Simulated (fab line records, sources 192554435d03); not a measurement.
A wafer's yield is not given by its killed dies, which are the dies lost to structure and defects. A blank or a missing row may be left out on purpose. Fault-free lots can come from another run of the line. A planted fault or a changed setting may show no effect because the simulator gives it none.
Chamber matching :: flow n5Finfet :: N5_MOL_CONTACT_COAG_ETCH_90 on rieDiel-06: 4 sister chambers
The step etches SiARC in CF4, target depth 13 nm, time 21.7 s. 22 wafers are shown with their chamber, then 11 later ones without.

WAFERS PAIRED WITH THEIR CHAMBERS
wafer: L076.3
chamber: 2
showerheadPlenumPTorr (Torr): 2.20
drypumpMotorCurrentA (A): 5.6
throttleValvePct (%): 15.50

wafer: L076.4
chamber: 3
showerheadPlenumPTorr (Torr): 2.06
drypumpMotorCurrentA (A): 4.9
throttleValvePct (%): 15.62

wafer: L076.5
chamber: 2
showerheadPlenumPTorr (Torr): 2.20
drypumpMotorCurrentA (A): 5.6
throttleValvePct (%): 15.50

wafer: L078.1
chamber: 0
showerheadPlenumPTorr (Torr): 2.19
drypumpMotorCurrentA (A): 5.2
throttleValvePct (%): 15.46

wafer: L078.4
chamber: 3
showerheadPlenumPTorr (Torr): 2.06
drypumpMotorCurrentA (A): 5.0
throttleValvePct (%): 15.63

wafer: L078.5
chamber: 3
showerheadPlenumPTorr (Torr): 2.06
drypumpMotorCurrentA (A): 4.9
throttleValvePct (%): 15.64

wafer: L079.1
chamber: 2
showerheadPlenumPTorr (Torr): 2.19
drypumpMotorCurrentA (A): 5.6
throttleValvePct (%): 15.49

wafer: L079.2
chamber: 1
showerheadPlenumPTorr (Torr): 2.16
drypumpMotorCurrentA (A): 5.6
throttleValvePct (%): 15.60

wafer: L079.3
chamber: 3
showerheadPlenumPTorr (Torr): 2.06
drypumpMotorCurrentA (A): 5.0
throttleValvePct (%): 15.64

wafer: L081.2
chamber: 1
showerheadPlenumPTorr (Torr): 2.16
drypumpMotorCurrentA (A): 5.6
throttleValvePct (%): 15.58

wafer: L081.3
chamber: 3
showerheadPlenumPTorr (Torr): 2.05
drypumpMotorCurrentA (A): 5.0
throttleValvePct (%): 15.65

wafer: L081.4
chamber: 2
showerheadPlenumPTorr (Torr): 2.19
drypumpMotorCurrentA (A): 5.6
throttleValvePct (%): 15.51

wafer: L083.1
chamber: 2
showerheadPlenumPTorr (Torr): 2.19
drypumpMotorCurrentA (A): 5.6
throttleValvePct (%): 15.51

wafer: L083.3
chamber: 1
showerheadPlenumPTorr (Torr): 2.16
drypumpMotorCurrentA (A): 5.5
throttleValvePct (%): 15.60

wafer: L083.5
chamber: 2
showerheadPlenumPTorr (Torr): 2.19
drypumpMotorCurrentA (A): 5.6
throttleValvePct (%): 15.50

wafer: L086.2
chamber: 3
showerheadPlenumPTorr (Torr): 2.05
drypumpMotorCurrentA (A): 4.9
throttleValvePct (%): 15.68

wafer: L086.3
chamber: 2
showerheadPlenumPTorr (Torr): 2.19
drypumpMotorCurrentA (A): 5.6
throttleValvePct (%): 15.54

wafer: L086.5
chamber: 1
showerheadPlenumPTorr (Torr): 2.15
drypumpMotorCurrentA (A): 5.6
throttleValvePct (%): 15.62

wafer: L091.2
chamber: 3
showerheadPlenumPTorr (Torr): 2.05
drypumpMotorCurrentA (A): 4.9
throttleValvePct (%): 15.69

wafer: L091.4
chamber: 0
showerheadPlenumPTorr (Torr): 2.19
drypumpMotorCurrentA (A): 5.2
throttleValvePct (%): 14.99

wafer: L091.6
chamber: 1
showerheadPlenumPTorr (Torr): 2.15
drypumpMotorCurrentA (A): 5.5
throttleValvePct (%): 15.66

wafer: L093.1
chamber: 1
showerheadPlenumPTorr (Torr): 2.15
drypumpMotorCurrentA (A): 5.6
throttleValvePct (%): 15.66

SIGNATURES (averages over the wafers above)
reading: showerheadPlenumPTorr
chamber 0: 2.1900
chamber 1: 2.1550
chamber 2: 2.1929
chamber 3: 2.0557
scatter within a chamber: 0.00508

reading: drypumpMotorCurrentA
chamber 0: 5.200
chamber 1: 5.567
chamber 2: 5.600
chamber 3: 4.943
scatter within a chamber: 0.0411

reading: throttleValvePct
chamber 0: 15.2250
chamber 1: 15.6200
chamber 2: 15.5071
chamber 3: 15.6500
scatter within a chamber: 0.0822
Rule: for a wafer and a chamber, the distance is found by dividing, reading by reading, the gap between the wafer's reading and the chamber's mean by the reading's scatter, squaring, summing and taking the root. If the next closest chamber is less than 2 further off than the closest, the wafer can't be placed; otherwise it belongs to the closest. The scatter is the square root of a quotient: the sum, over the shown wafers, of each reading's squared deviation from its chamber's mean, divided by wafers minus chambers.

WAFERS WITH NO CHAMBER GIVEN
wafer: L093.2
showerheadPlenumPTorr (Torr): 2.19
drypumpMotorCurrentA (A): 5.2
throttleValvePct (%): 15.00

wafer: L093.6
showerheadPlenumPTorr (Torr): 2.05
drypumpMotorCurrentA (A): 4.9
throttleValvePct (%): 15.69

wafer: L094.1
showerheadPlenumPTorr (Torr): 2.05
drypumpMotorCurrentA (A): 4.9
throttleValvePct (%): 15.71

wafer: L094.2
showerheadPlenumPTorr (Torr): 2.19
drypumpMotorCurrentA (A): 5.2
throttleValvePct (%): 15.01

wafer: L094.6
showerheadPlenumPTorr (Torr): 2.18
drypumpMotorCurrentA (A): 5.6
throttleValvePct (%): 15.04

wafer: L096.1
showerheadPlenumPTorr (Torr): 2.18
drypumpMotorCurrentA (A): 5.2
throttleValvePct (%): 15.00

wafer: L096.2
showerheadPlenumPTorr (Torr): 2.18
drypumpMotorCurrentA (A): 5.6
throttleValvePct (%): 15.06

wafer: L096.4
showerheadPlenumPTorr (Torr): 2.18
drypumpMotorCurrentA (A): 5.2
throttleValvePct (%): 15.00

wafer: L097.1
showerheadPlenumPTorr (Torr): 2.18
drypumpMotorCurrentA (A): 5.2
throttleValvePct (%): 15.02

wafer: L097.2
showerheadPlenumPTorr (Torr): 2.15
drypumpMotorCurrentA (A): 5.6
throttleValvePct (%): 15.66

wafer: L097.4
showerheadPlenumPTorr (Torr): 2.04
drypumpMotorCurrentA (A): 4.9
throttleValvePct (%): 15.71

WHICH CHAMBER EACH ONE RAN IN
wafer: L093.2
from the rows above: 0
in truth: 0

wafer: L093.6
from the rows above: 3
in truth: 3

wafer: L094.1
from the rows above: 3
in truth: 3

wafer: L094.2
from the rows above: 0
in truth: 0

wafer: L094.6
from the rows above: 2
in truth: 2

wafer: L096.1
from the rows above: 0
in truth: 0

wafer: L096.2
from the rows above: 2
in truth: 2

wafer: L096.4
from the rows above: 0
in truth: 0

wafer: L097.1
from the rows above: 0
in truth: 0

wafer: L097.2
from the rows above: 1
in truth: 1

wafer: L097.4
from the rows above: 3
in truth: 3
11 of 11 placed correctly. Can't be placed from these rows: 0. Placed wrongly: 0.
